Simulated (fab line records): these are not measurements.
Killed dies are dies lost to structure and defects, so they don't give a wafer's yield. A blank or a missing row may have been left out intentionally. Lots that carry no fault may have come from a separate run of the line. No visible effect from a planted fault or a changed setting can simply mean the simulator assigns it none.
Split-lot trial	flow n5Finfet	39 wafers read from 7 lots, route of 1938 steps

## THE SPLIT ITSELF
At N5_STI_FIN_REVEAL_ETCHBACK_08 (etches SiO2 in C4F6/O2, target depth 30.5 nm, time 10.167 s), the setting targetDepthA was moved away from the recipe's 305 angstrom on 12 of the 39 wafers read, by -14.1% to +10.4%. The other wafers ran this setting at the recipe's value.

## FROM THE SPLIT TO THE READING: what the file shows between them, 3 steps
- N5_STI_FIN_REVEAL_STRIP_24: strips in N2/H2, time 90 s
- N5_STI_FIN_REVEAL_PRECLEAN_25: cleans in SPM, time 90 s
- N5_STI_FIN_REVEAL_SRD_23: time 30 s

## THE READING
trenchDepthNm, in nm, at N5_STI_FIN_REVEAL_FIN_H_MEAS_10. On this fab line, fault-free wafers typically give 52.1 nm with a standard deviation of 0.79 nm.

wafer	tool, chamber at the split	targetDepthA as run, angstrom	against the recipe	trenchDepthNm, nm	against lot-mates on the recipe
L074.1	rieDiel-01, 1,0,3	261.9	-14.1%	46.3	-4.7
L074.2	rieDiel-01, 2,1,2	305	recipe	51.0	-
L074.3	rieDiel-01, 1,0,3	261.9	-14.1%	47.6	-3.4
L074.4	rieDiel-01, 1,0,3	261.9	-14.1%	46.6	-4.4
L074.5	rieDiel-01, 2,1,2	305	recipe	51.4	-
L074.6	rieDiel-01, 2,1,2	305	recipe	50.6	-
L076.1	rieDiel-01, 3,2,1,0,2,1	305	recipe	52.0	-
L076.2	rieDiel-01, 3,2,1,0,2,1	305	recipe	52.2	-
L076.3	rieDiel-01, 3,2,1,0,2,1	305	recipe	52.8	-
L076.4	rieDiel-01, 3,2,1,0,2,1	305	recipe	53.5	-
L076.5	rieDiel-01, 3,2,1,0,2,1	305	recipe	52.7	-
L076.6	rieDiel-01, 3,2,1,0,2,1	305	recipe	52.4	-
L078.1	rieDiel-03, 3,1,2	305	recipe	51.2	-
L078.2	rieDiel-03, 3,1,2	305	recipe	51.1	-
L078.3	rieDiel-03, 0,2,3	280.4	-8.1%	48.1	-3.2
L078.4	rieDiel-03, 3,1,2	305	recipe	51.6	-
L078.5	rieDiel-03, 0,2,3	280.4	-8.1%	49.3	-2.0
L078.6	rieDiel-03, 0,2,3	280.4	-8.1%	48.6	-2.7
L079.1	rieDiel-01, 0,1,3	305	recipe	52.7	-
L079.3	rieDiel-01, 0,1,3	305	recipe	51.8	-
L079.6	rieDiel-01, 0,1,3	305	recipe	50.5	-
L089.1	rieDiel-03, 3,3,2	305	recipe	51.4	-
L089.2	rieDiel-03, 0,2,0	336.6	+10.4%	55.1	+2.8
L089.3	rieDiel-03, 0,2,0	336.6	+10.4%	56.7	+4.4
L089.4	rieDiel-03, 3,3,2	305	recipe	52.0	-
L089.5	rieDiel-03, 0,2,0	336.6	+10.4%	55.2	+2.9
L089.6	rieDiel-03, 3,3,2	305	recipe	53.5	-
L094.1	rieDiel-03, 0,1,0	305	recipe	51.4	-
L094.2	rieDiel-03, 2,3,3	291.4	-4.5%	50.8	-1.0
L094.3	rieDiel-03, 0,1,0	305	recipe	52.6	-
L094.4	rieDiel-03, 2,3,3	291.4	-4.5%	50.1	-1.7
L094.5	rieDiel-03, 0,1,0	305	recipe	51.5	-
L094.6	rieDiel-03, 2,3,3	291.4	-4.5%	50.0	-1.8
L095.1	rieDiel-03, 1,0,3,2,2,1	305	recipe	52.9	-
L095.2	rieDiel-03, 1,0,3,2,2,1	305	recipe	52.1	-
L095.3	rieDiel-03, 1,0,3,2,2,1	305	recipe	52.2	-
L095.4	rieDiel-03, 1,0,3,2,2,1	305	recipe	52.7	-
L095.5	rieDiel-03, 1,0,3,2,2,1	305	recipe	52.2	-
L095.6	rieDiel-03, 1,0,3,2,2,1	305	recipe	52.9	-
Rows listing several chambers each stand for several wafers; the file does not say which wafer went through which chamber.

FIT RESULTS
A straight line over all 39 wafers: trenchDepthNm changes by +0.37 nm for each +1% of targetDepthA; r = +0.94; the points scatter about the line by 0.76 nm.
The same after taking each lot's own level away (the mean of its wafers on the recipe; 39 wafers): +0.311 nm for each +1%; r = +0.95; scatter 0.57 nm.
The reading moves by 4.4 nm for the largest change in targetDepthA, on that fit.
The span of the lots' own levels, 51.00 to 52.60 nm, comes to 2.0 times the standard deviation stated above.
In other words, the slope is changed by the lot-to-lot level; the two fits disagree.
Check: -4.32 nm against its lot-mates is what the line predicts for one of the wafers moved furthest among these (-14.1%) when that wafer is left out of the fit. It came out at -4.7 nm against them.

## OTHER SPLITS ON THESE WAFERS
Before the reading, these wafers also passed through other splits. Each is held against what the fit with the lots' levels taken away leaves over:
other split on the same wafers	wafers away from the commonest value	r with trenchDepthNm (lot level and that fit taken away)
N5_WELL_APT_EXPOSE_22 doseMj	15	+0.06
N5_FIN_SAQP_EXPOSE_13 doseMj	15	-0.21
N5_FIN_CUT_CUT_ETCH_15 timeS	18	-0.09

## FILE'S OWN FIT
trenchDepthNm changes by +0.313 nm for each +1% of targetDepthA, r = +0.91.
